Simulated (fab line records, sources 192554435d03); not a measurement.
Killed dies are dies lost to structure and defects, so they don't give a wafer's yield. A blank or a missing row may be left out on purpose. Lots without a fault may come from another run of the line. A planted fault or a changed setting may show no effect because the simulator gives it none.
One fault seen from 2 desks | flow n5_finfet | each desk has only its own numbers; what lay behind them comes last

THE TOOL OWNER'S DESK: litho_track-03
The tool's own readings at N5_PMOS_HMC_CHANNEL_EPI_COAT_31 (time 60 s, resist thk 66 nm): means of the sampled wafers that have a number, for each lot that ran on this tool. A lot is out of limits, marked OUT, if its mean lies more than 4 standard deviations from the usual mean; the brackets give that distance.
Columns: A = chill_plate_temp_C at N5_PMOS_HMC_CHANNEL_EPI_COAT_31, usual 23.01 C; B = heater_power_total_W at N5_PMOS_HMC_CHANNEL_EPI_COAT_31, usual 391.7 W; C = plate_temp_C at N5_PMOS_HMC_CHANNEL_EPI_COAT_31, usual 205.01 C
lot  | first seen here | A     | B                | C
L579 | day 2 23:08     | 23.01 | 391.2            | 204.85
L582 | day 3 17:01     | 22.97 | 391.2            | 204.90
L590 | day 5 16:48     | 22.98 | 385.2 (-5.0) OUT | 202.14 (-17) OUT
L591 | day 5 22:53     | 23.15 | 385.9 (-4.5) OUT | 202.19 (-17) OUT
L594 | day 6 17:55     | 22.95 | 384.0 (-5.9) OUT | 202.42 (-15) OUT
This desk's finding: out of limits on L590, L591, L594; first on L590, day 5 16:48 (heater_power_total_W at N5_PMOS_HMC_CHANNEL_EPI_COAT_31). In limits: L579, L582.

THE METROLOGY DESK
What the gauges read, lot by lot, whatever tool the lot ran on: means of the sampled wafers that have a number. A lot is out of limits, marked OUT, if its mean lies more than 4 standard deviations from the usual mean; the brackets give that distance. Of its 10 readings 7 are shown: those that lie furthest out on some lot.
Columns: A = DIBL_P at N5_BEOL_M4_RC_MEAS_101, usual 36.0 mV/V; B = IOFF_N at N5_BEOL_M4_RC_MEAS_101, usual 0.16 nA/um; C = IOFF_P at N5_BEOL_M4_RC_MEAS_101, usual 0.21 nA/um; D = ION_P at N5_BEOL_M4_RC_MEAS_101, usual 464 uA/um; E = SS_P at N5_BEOL_M4_RC_MEAS_101, usual 73.3 mV/dec; F = VT_N at N5_BEOL_M4_RC_MEAS_101, usual 250 mV; G = VT_P at N5_BEOL_M4_RC_MEAS_101, usual -250 mV
lot  | first seen here | A    | B    | C    | D   | E    | F   | G
L576 | day 8 06:11     | 33.3 | 0.14 | 0.16 | 450 | 72.8 | 253 | -255
L579 | day 9 00:40     | 34.8 | 0.14 | 0.21 | 473 | 72.6 | 249 | -248
L582 | day 9 10:14     | 33.6 | 0.12 | 0.19 | 463 | 72.3 | 255 | -250
L595 | day 13 00:07    | 36.1 | 0.15 | 0.21 | 459 | 73.5 | 250 | -249
L594 | day 13 01:41    | 37.7 | 0.16 | 0.19 | 462 | 73.2 | 247 | -254
L590 | day 13 07:18    | 37.3 | 0.17 | 0.23 | 477 | 73.7 | 248 | -249
L591 | day 14 01:24    | 36.3 | 0.16 | 0.22 | 456 | 73.9 | 250 | -251
L596 | day 14 12:35    | 35.7 | 0.14 | 0.21 | 466 | 72.6 | 252 | -249
L597 | day 15 04:40    | 36.9 | 0.15 | 0.21 | 458 | 73.5 | 251 | -249
This desk's finding: nothing out of limits on any of the 9 lots.

PUT TOGETHER
The tool owner's desk could have raised an alarm at day 5 16:48, on L590, L591, L594.
The metrology desk saw nothing out of limits.
The metrology desk has L590, L591, L594 on record, within its limits.
Of the lots named, all ran N5_PMOS_HMC_CHANNEL_EPI_COAT_31 on litho_track-03.

WHAT THE SIMULATOR HAD PUT IN
Process parameter drift: litho_track-03, from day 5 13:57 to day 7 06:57, at N5_PMOS_HMC_CHANNEL_EPI_COAT_31. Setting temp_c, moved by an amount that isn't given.
Lots struck among those shown: L590, L591, L594.
Hours from the fault's start to each desk's first reading out of limits: the tool owner's desk, 3.
